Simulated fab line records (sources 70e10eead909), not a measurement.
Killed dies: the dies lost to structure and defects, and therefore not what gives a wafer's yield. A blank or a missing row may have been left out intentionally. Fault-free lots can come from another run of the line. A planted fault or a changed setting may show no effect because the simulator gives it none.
Matching of chambers -- flow nand_harc -- 4 sister chambers for NHARC_A_STAIRCASE_CMP_152 on cmp-02
The step polishes. 4 wafers are shown with their chamber, then 12 later ones without.

## WAFERS, EACH WITH ITS CHAMBER
wafer,chamber,motor_current_A (A)
L087.3,1,10.8
L087.4,0,13.9
L094.5,2,10.4
L094.6,3,11.6

## WAFERS WITH NO CHAMBER GIVEN
wafer,motor_current_A (A)
L097.3,12.1
L097.4,10.3
L097.6,13.5
L097.1,10.8
L097.2,13.4
L097.5,12.6
L096.2,13.3
L096.5,11.8
L096.6,14.3
L095.1,14.3
L095.2,10.4
L095.6,13.9

## EACH ONE'S CHAMBER
wafer,from the rows above,in truth
L097.3,can't be placed: 3 or 1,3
L097.4,can't be placed: 2 or 1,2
L097.6,0,0
L097.1,can't be placed: 1 or 2 or 3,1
L097.2,0,0
L097.5,can't be placed: 3 or 0 or 1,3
L096.2,0,0
L096.5,can't be placed: 3 or 1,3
L096.6,0,0
L095.1,0,0
L095.2,can't be placed: 2 or 1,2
L095.6,0,0
Correctly placed: 6 of 12. From these rows, 6 cannot be placed; in 6 the true chamber is one of the candidates. 0 placed wrongly.
How it was worked out, from the rows above alone: a wafer's distance from a chamber is the root of the sum, over the readings, of the square of ((its reading less the chamber's mean) divided by the reading's scatter). If the next closest chamber is less than 2 further off than the closest, the wafer can't be placed; otherwise it belongs to the closest. For every chamber, the mean is computed from those of its wafers that are shown. The scatter: with one shown wafer a chamber, the root of the mean of the squares of how far each hidden wafer lies from its nearest shown one.
